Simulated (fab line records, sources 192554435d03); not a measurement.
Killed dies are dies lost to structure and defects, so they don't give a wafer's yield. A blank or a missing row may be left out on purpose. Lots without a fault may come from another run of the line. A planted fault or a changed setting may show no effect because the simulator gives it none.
fab line records | flow n5_finfet
record lots=7 wafers=39
route steps=1938 shown BEOL_M12@1602 BEOL_M15@1827 PASSIVATION@1916
start_h: hours from the record's first day to the start of the lot's first wafer shown | wait_h: hours since the lot's step before | " the same as in the row above | L1.1+2: a row that stands for several wafers | - no value, or no start given | * or withheld: withheld | < > ~ a bound
route shown NAME@n: a module of which the file shows steps, and the number in the route of the first | usual: mean/standard deviation of fault-free wafers | same: alike in all rows | chamber/n: place in a boat | sites: the reading at each site | _std_site: their standard deviation | _edge_site: outer sites' mean less inner sites' | radius_mm: how far each site lies from the wafer's centre | mask NAME#n: copy n | behind: the tool/chamber that last shaped the wafer | hold: why the lot was held/for how many hours/how that ended | device: the transistor (n, p or np) that didn't switch | end of line: the same wafers' tests at the end of the route | a step without rows: its recipe alone | killed: dies lost to structure and defects at the first sort, not the wafer's yield | map: a wafer's dies, x killed, . not, _ none there
set.NAME: the setting as run; set.NAME@STEP: as run at that earlier step | model.NAME: the simulator's own value behind a step, which no gauge read
lots whose settings were changed on purpose; a table a step, a row a wafer
## steps
# step N5_BEOL_M12_ILD_DEP_00
# recipe material=SiOC target_thk_a=6589.2 temp_c=350 precursor=DEMS/O2 pressure_torr=5 rf_w=500 time_s=130.7
# columns lot.wafer tool chamber start_h wait_h set.target_thk_a model.SiOC_of_BEOL_M12_ILD_DEP_00.thk_nm
L074.1 pecvd-02 0 421.63 0.0 6589.2 657.8
L074.2 " 1 " " 6589.2 642
L074.3 " 2 " " 7935 781.2
L074.4 " 0 " " 7935 804
L074.5 " 1 " " 7935 787.6
L074.6 " 2 " " 6589.2 656.6
L080.1 pecvd-01 0 428.51 0.0 6589.2 656.2
L080.2 " 1 " " 8781 873.2
L080.3 " 2 " " 6589.2 650
L080.4 " 0 " " 8781 890
L080.5 " 1 " " 8781 891.2
L080.6 " 2 " " 6589.2 654.8
L086.2 pecvd-01 0 476.85 0.0 6589.2 647.8
L086.3 " 1 " " 6589.2 642.6
L086.6 " 0 " " 6589.2 655
L090.1 pecvd-02 1 477.86 0.0 5062 498.4
L090.2 " 2 " " 6589.2 657.2
L090.3 " 0 " " 5062 504.6
L090.4 " 2 " " 5062 506.8
L090.5 " 1 " " 6589.2 664.6
L090.6 " 0 " " 6589.2 653.8
L093.1 pecvd-04 0 501.49 0.0 9694 977
L093.2 " 2 " " 6589.2 667.6
L093.3 " 1 " " 9694 978.8
L093.4 " 1 " " 6589.2 682.4
L093.5 " 0 " " 9694 986.4
L093.6 " 2 " " 6589.2 682.8
L095.1 pecvd-04 0 502.93 0.0 4095 406.8
L095.2 " 2 " " 6589.2 654.4
L095.3 " 1 " " 6589.2 649.6
L095.4 " 0 " " 4095 418.2
L095.5 " 1 " " 4095 415.6
L095.6 " 2 " " 6589.2 656.8
L097.1 pecvd-02 1 531.75 0.0 3288 323.8
L097.2 " 0 " " 6589.2 648.6
L097.3 " 2 " " 6589.2 650.2
L097.4 " 2 " " 6589.2 666.6
L097.5 " 1 " " 3288 333.8
L097.6 " 0 " " 3288 324.2
# step N5_BEOL_M12_THK_MEAS_01
# recipe reads=SiOC_of_BEOL_M12_ILD_DEP_00
# usual M12_ILD_THK=657/8.9
# columns lot.wafer tool chamber start_h wait_h set.target_thk_a@BEOL_M12_ILD_DEP_00 M12_ILD_THK[nm]
L074.1 film_metro-02 - 421.76 0.1 6589.2 658
L074.2 " - " " 6589.2 643
L074.3 " - " " 7935 782
L074.4 " - " " 7935 804
L074.5 " - " " 7935 788
L074.6 " - " " 6589.2 657
L080.1 film_metro-01 - 428.64 0.1 6589.2 656
L080.2 " - " " 8781 873
L080.3 " - " " 6589.2 650
L080.4 " - " " 8781 891
L080.5 " - " " 8781 891
L080.6 " - " " 6589.2 655
L086.2 film_metro-01 - 476.99 0.1 6589.2 647
L086.3 " - " " 6589.2 643
L086.6 " - " " 6589.2 655
L090.1 film_metro-01 - 477.99 0.1 5062 499
L090.2 " - " " 6589.2 657
L090.3 " - " " 5062 505
L090.4 " - " " 5062 507
L090.5 " - " " 6589.2 665
L090.6 " - " " 6589.2 654
L093.1 film_metro-01 - 501.62 0.1 9694 977
L093.2 " - " " 6589.2 668
L093.3 " - " " 9694 979
L093.4 " - " " 6589.2 683
L093.5 " - " " 9694 987
L093.6 " - " " 6589.2 683
L095.1 film_metro-01 - 503.06 0.1 4095 408
L095.2 " - " " 6589.2 654
L095.3 " - " " 6589.2 650
L095.4 " - " " 4095 418
L095.5 " - " " 4095 416
L095.6 " - " " 6589.2 656
L097.1 film_metro-02 - 531.88 0.1 3288 324
L097.2 " - " " 6589.2 649
L097.3 " - " " 6589.2 650
L097.4 " - " " 6589.2 667
L097.5 " - " " 3288 334
L097.6 " - " " 3288 324
# step N5_BEOL_M12_COAT_58
# recipe resist=BARC temp_c=205 time_s=60 spin_rpm=1500 resist_thk_nm=89
# step N5_BEOL_M12_COAT_04
# recipe spin_rpm=1625 resist_thk_nm=400
# step N5_BEOL_M12_DESCUM_15
# recipe chemistry=O2 time_s=7.9 source_power_w=50 bias_power_w=20 pressure_mtorr=20 rf_frequency_hz=2.712e+07 temp_c=40 o2_flow_sccm=225
# step N5_BEOL_M12_ETCH_59
# recipe chemistry=N2/H2 target=BARC target_depth_a=890 overetch_a=267 time_s=67.9 ion_energy_ev=200 pressure_mtorr=30 source_w=840 bias_w=150 n2_flow_sccm=200 h2_flow_sccm=200
# step N5_BEOL_M12_VIA_ETCH_16
# recipe chemistry=C4F8/O2/Ar target=SiOC pressure_mtorr=30 source_w=3000 bias_w=700 Ar_flow_sccm=400 C4F8_flow_sccm=15 O2_flow_sccm=8 he_inner_torr=15 he_outer_torr=30 target_depth_a=7248 time_s=withheld ion_energy_ev=250 ends=cleared
# columns lot.wafer tool chamber start_h wait_h set.target_thk_a@BEOL_M12_ILD_DEP_00 model.etch.depth_nm model.coat_of_BEOL_M12_COAT_04.thk_nm
L074.1 rie_diel-03 2 422.24 0.0 6589.2 657.8 124
L074.2 " 3 " " 6589.2 642.1 125.4
L074.3 " 0 " " 7935 781.2 89.8
L074.4 " 2 " " 7935 804.1 80.2
L074.5 " 3 " " 7935 787.6 81
L074.6 " 0 " " 6589.2 656.5 128.2
L080.1 rie_diel-02 0 429.12 0.0 6589.2 656.2 126.8
L080.2 " 2 " " 8781 873.1 59
L080.3 " 1 " " 6589.2 650.1 129.4
L080.4 " 3 " " 8781 890 54.2
L080.5 " 0 " " 8781 891.2 56.4
L080.6 " 1 " " 6589.2 654.8 128.4
L086.2 rie_diel-02 2 477.59 0.0 6589.2 647.8 126.8
L086.3 " 0 " " 6589.2 642.6 132.6
L086.6 " 0 " " 6589.2 655 129.2
L090.1 rie_diel-06 3 478.69 0.0 5062 498.4 170.8
L090.2 " 2 " " 6589.2 657.2 124.8
L090.3 " 1 " " 5062 504.7 169.6
L090.4 " 0 " " 5062 506.8 166.8
L090.5 " 1 " " 6589.2 664.6 120.6
L090.6 " 0 " " 6589.2 653.9 122.8
L093.1 rie_diel-06 2 502.22 0.0 9694 977 31.4
L093.2 " 1 " " 6589.2 667.6 120.8
L093.3 " 0 " " 9694 978.9 27.6
L093.4 " 1 " " 6589.2 682.4 117.4
L093.5 " 0 " " 9694 986.4 26
L093.6 " 2 " " 6589.2 682.8 117.8
L095.1 rie_diel-02 2 504.22 0.0 4095 406.9 198.4
L095.2 " 1 " " 6589.2 654.3 130.2
L095.3 " 0 " " 6589.2 649.7 131.2
L095.4 " 2 " " 4095 418.3 194.6
L095.5 " 0 " " 4095 415.6 201.4
L095.6 " 1 " " 6589.2 656.7 129.2
L097.1 rie_diel-06 3 532.48 0.0 3288 323.7 219.2
L097.2 " 1 " " 6589.2 648.6 128
L097.3 " 2 " " 6589.2 650.1 128
L097.4 " 1 " " 6589.2 666.6 121.8
L097.5 " 3 " " 3288 333.7 215.8
L097.6 " 2 " " 3288 324.3 224.6
# step N5_BEOL_M12_STRIP_63
# recipe chemistry=N2/H2 power_w=1000 temp_c=250 h2_frac=0.65 overash_fraction=0.3 pressure_mtorr=1000 n2_flow_sccm=1750 h2_flow_sccm=3250
# usual oes_product_au=0.693/0.0048 strip_time_to_endpoint_s=42.9/1
# columns lot.wafer tool chamber start_h wait_h set.target_thk_a@BEOL_M12_ILD_DEP_00 oes_product_au strip_time_to_endpoint_s
L074.1 plasma_asher-01 1 422.44 - 6589.2 0.702 42.8
L074.2 " 0 " " 6589.2 0.684 43.1
L074.3 " 1 " " 7935 0.679 33.3
L074.4 " 0 " " 7935 0.679 30.6
L074.5 " 1 " " 7935 0.682 30.9
L074.6 " 0 " " 6589.2 0.702 43.9
L080.1 plasma_asher-01 1 429.33 - 6589.2 0.705 43.5
L080.2 " 0 " " 8781 0.669 24.4
L080.3 " 1 " " 6589.2 0.689 44.2
L080.4 " 0 " " 8781 0.673 23.0
L080.5 " 0 " " 8781 0.667 23.6
L080.6 " 1 " " 6589.2 0.699 44.0
L086.2 plasma_asher-02 0 477.79 - 6589.2 0.689 43.5
L086.3 " 1 " " 6589.2 0.694 45.1
L086.6 " 0 " " 6589.2 0.689 44.1
L090.1 plasma_asher-02 1 478.89 - 5062 0.717 55.1
L090.2 " 0 " " 6589.2 0.693 42.9
L090.3 " 1 " " 5062 0.709 54.8
L090.4 " 0 " " 5062 0.710 54.0
L090.5 " 1 " " 6589.2 0.688 41.8
L090.6 " 0 " " 6589.2 0.691 42.4
L093.1 plasma_asher-01 0 502.42 - 9694 0.641 15.5
L093.2 " 1 " " 6589.2 0.692 41.9
L093.3 " 1 " " 9694 0.631 14.2
L093.4 " 0 " " 6589.2 0.688 41.0
L093.5 " 1 " " 9694 0.630 13.6
L093.6 " 0 " " 6589.2 0.696 41.1
L095.1 plasma_asher-01 0 504.42 - 4095 0.767 62.2
L095.2 " 1 " " 6589.2 0.701 44.4
L095.3 " 0 " " 6589.2 0.701 44.7
L095.4 " 1 " " 4095 0.763 61.2
L095.5 " 1 " " 4095 0.772 63.0
L095.6 " 0 " " 6589.2 0.702 44.2
L097.1 plasma_asher-01 0 532.68 - 3288 0.820 67.5
L097.2 " 1 " " 6589.2 0.700 43.9
L097.3 " 0 " " 6589.2 0.689 43.8
L097.4 " 1 " " 6589.2 0.690 42.2
L097.5 " 0 " " 3288 0.814 66.7
L097.6 " 1 " " 3288 0.838 68.9
# step N5_BEOL_M12_STRIP_64
# recipe chemistry=N2/H2 power_w=1000 temp_c=250 h2_frac=0.65 overash_fraction=0.3 pressure_mtorr=withheld n2_flow_sccm=1750 h2_flow_sccm=3250
# step N5_BEOL_M12_STRIP_71
# recipe chemistry=post_etch_residue_remover time_s=60 temp_c=25 remover_ph=withheld remover_water_wt_pct=withheld remover_fluoride_wt_pct=withheld
# step N5_BEOL_M12_STRIP_37
# recipe chemistry=N2/H2 power_w=1000 temp_c=250 h2_frac=0.65 overash_fraction=0.3 pressure_mtorr=withheld n2_flow_sccm=1750 h2_flow_sccm=3250
# step N5_BEOL_M12_ETCH_38
# recipe chemistry=CF4/N2 target=SiCN target_depth_a=687 taper_deg=2 time_s=73.4 ion_energy_ev=150 mask_material=SiO2 pressure_mtorr=40 source_w=430 bias_w=70 Ar_flow_sccm=100 cf4_flow_sccm=60 n2_flow_sccm=60
# columns lot.wafer tool chamber start_h wait_h set.target_thk_a@BEOL_M12_ILD_DEP_00 model.SiOC_of_BEOL_M12_ILD_DEP_00.thk_nm
L074.1 rie_diel-06 0 426.15 - 6589.2 607.8
L074.2 " 3 " " 6589.2 594.2
L074.3 " 2 " " 7935 732.4
L074.4 " 1 " " 7935 755.2
L074.5 " 3 " " 7935 739.6
L074.6 " 2 " " 6589.2 608
L080.1 rie_diel-02 0 434.53 - 6589.2 609.2
L080.2 " 3 " " 8781 823.2
L080.3 " 2 " " 6589.2 600.2
L080.4 " 1 " " 8781 843.6
L080.5 " 2 " " 8781 841.4
L080.6 " 1 " " 6589.2 608.4
L086.2 rie_diel-03 2 482.12 - 6589.2 598.8
L086.3 " 1 " " 6589.2 592.8
L086.6 " 1 " " 6589.2 605.2
L090.1 rie_diel-06 2 483.66 - 5062 450.6
L090.2 " 1 " " 6589.2 608.8
L090.3 " 3 " " 5062 456.8
L090.4 " 0 " " 5062 457.6
L090.5 " 2 " " 6589.2 616.4
L090.6 " 1 " " 6589.2 605.6
L093.1 rie_diel-03 3 510.93 - 9694 925.6
L093.2 " 0 " " 6589.2 618
L093.3 " 2 " " 9694 929.6
L093.4 " 1 " " 6589.2 632.6
L093.5 " 0 " " 9694 936.8
L093.6 " 1 " " 6589.2 633.2
L095.1 rie_diel-02 1 512.49 - 4095 361
L095.2 " 3 " " 6589.2 603.8
L095.3 " 0 " " 6589.2 603.2
L095.4 " 2 " " 4095 368.4
L095.5 " 3 " " 4095 365.6
L095.6 " 0 " " 6589.2 610
L097.1 rie_diel-03 0 540.01 - 3288 274.4
L097.2 " 2 " " 6589.2 599.4
L097.3 " 3 " " 6589.2 599
L097.4 " 1 " " 6589.2 616.6
L097.5 " 1 " " 3288 284
L097.6 " 2 " " 3288 275.6
# step N5_BEOL_M15_DEP_53
# recipe material=SiCN target_thk_a=500 temp_c=withheld precursor=3MS/NH3 pressure_torr=3 rf_w=675 time_s=17.8
# columns lot.wafer tool chamber start_h wait_h set.target_thk_a model.SiCN_of_BEOL_M15_DEP_53.thk_nm
L074.1 pecvd-04 1 450.46 0.0 337 33.8
L074.2 " 2 " " 500 49.2
L074.3 " 0 " " 337 33
L074.4 " 1 " " 500 50.8
L074.5 " 0 " " 337 33.6
L074.6 " 2 " " 500 50.2
L080.1 pecvd-01 0 458.63 0.0 221.1 22.4
L080.2 " 2 " " 500 49.8
L080.3 " 1 " " 500 49.6
L080.4 " 0 " " 500 50.6
L080.5+6 " 2,1 " " 221.1 22.6
L086.2 pecvd-04 2 505.33 0.0 500 50.6
L086.3 " 0 " " 500 49.4
L086.6 " 1 " " 500 51.8
L090.1+5 pecvd-04 2,0 509.32 0.0 276.1 27.6
L090.2 " 1 " " 500 51
L090.3 " 0 " " 500 49.6
L090.4 " 1 " " 276.1 29.2
L090.6 " 2 " " 500 50.8
L095.1 pecvd-01 0 535.85 0.0 500 49.2
L095.2+4 " 1 " " 500 49.6
L095.3 " 2 " " 500 48.8
L095.5 " 0 " " 500 50
L095.6 " 2 " " 500 49
L093.1 pecvd-01 1 536.93 0.0 500 49.6
L093.2 " 0 " " 500 50
L093.3 " 2 " " 500 49.2
L093.4 " 0 " " 500 50.4
L093.5 " 2 " " 500 49.8
L093.6 " 1 " " 500 50.2
L097.1 pecvd-03 1 560.31 0.0 500 49.2
L097.2 " 2 " " 500 49.6
L097.3 " 0 " " 500 49.4
L097.4 " 1 " " 500 50
L097.5 " 0 " " 500 50.2
L097.6 " 2 " " 500 50.6
# step N5_PASSIVATION_PECVD_35
# recipe material=SiNx target_thk_a=7000 temp_c=400 precursor=SiH4/NH3/N2 pressure_torr=4.9 rf_w=1406 time_s=151.3
# columns lot.wafer tool chamber start_h wait_h set.time_s model.SiNx_of_PASSIVATION_PECVD_35.thk_nm
L074.1 pecvd-04 1 465.55 0.1 181.4 832.8
L074.2 " 0 " " 151.3 711
L074.3 " 2 " " 181.4 842.6
L074.4 " 0 " " 181.4 860.6
L074.5 " 1 " " 151.3 709.6
L074.6 " 2 " " 151.3 712
L080.1 pecvd-01 2 471.11 0.1 151.3 684.6
L080.2 " 0 " " 151.3 690
L080.3 " 1 " " 151.3 681.2
L080.4 " 0 " " 65.77 303.4
L080.5 " 1 " " 65.77 300
L080.6 " 2 " " 65.77 296.6
L086.2 pecvd-04 1 514.25 0.1 151.3 697.2
L086.3 " 0 " " 151.3 708.6
L086.6 " 0 " " 151.3 712.8
L090.1 pecvd-03 0 520.46 0.1 151.3 703.8
L090.2 " 2 " " 151.3 702.4
L090.3 " 1 " " 184.8 852
L090.4 " 0 " " 184.8 875.6
L090.5 " 1 " " 184.8 869
L090.6 " 2 " " 151.3 704.6
L095.1 pecvd-01 0 546.57 0.1 86.76 405
L095.2 " 1 " " 86.76 401.4
L095.3 " 2 " " 151.3 699.6
L095.4 " 2 " " 151.3 712.4
L095.5 " 0 " " 86.76 402.2
L095.6 " 1 " " 151.3 710.6
L093.1 pecvd-04 0 550.92 0.1 151.3 697
L093.2 " 1 " " 127.4 592.8
L093.3 " 2 " " 127.4 586.6
L093.4 " 0 " " 151.3 713
L093.5 " 1 " " 151.3 708.6
L093.6 " 2 " " 127.4 605.8
L097.1 pecvd-01 1 568.45 0.1 151.3 699
L097.2 " 2 " " 187.9 866.4
L097.3 " 0 " " 187.9 855.6
L097.4 " 2 " " 151.3 710.4
L097.5 " 0 " " 151.3 705.4
L097.6 " 1 " " 187.9 882.6
## key
split step=N5_BEOL_M12_ILD_DEP_00 setting=target_thk_a stated=6589.2 by=wafer
response step=N5_BEOL_M12_ILD_DEP_00 reading=model.SiOC_of_BEOL_M12_ILD_DEP_00.thk_nm change=+6.56 per=1% r=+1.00
response step=N5_BEOL_M12_THK_MEAS_01 reading=M12_ILD_THK change=+6.56 per=1% r=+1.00
response step=N5_BEOL_M12_VIA_ETCH_16 reading=model.etch.depth_nm change=+6.56 per=1% r=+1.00
response step=N5_BEOL_M12_VIA_ETCH_16 reading=model.coat_of_BEOL_M12_COAT_04.thk_nm change=-1.93 per=1% r=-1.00
response step=N5_BEOL_M12_STRIP_63 reading=oes_product_au change=-0.00165 per=1% r=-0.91
response step=N5_BEOL_M12_STRIP_63 reading=strip_time_to_endpoint_s change=* per=1% r=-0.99
response step=N5_BEOL_M12_ETCH_38 reading=model.SiOC_of_BEOL_M12_ILD_DEP_00.thk_nm change=+6.55 per=1% r=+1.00
split step=N5_BEOL_M15_DEP_53 setting=target_thk_a stated=500 by=wafer
response step=N5_BEOL_M15_DEP_53 reading=model.SiCN_of_BEOL_M15_DEP_53.thk_nm change=+0.497 per=1% r=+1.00
split step=N5_PASSIVATION_PECVD_35 setting=time_s stated=151.3 by=wafer
response step=N5_PASSIVATION_PECVD_35 reading=model.SiNx_of_PASSIVATION_PECVD_35.thk_nm change=+6.94 per=1% r=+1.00
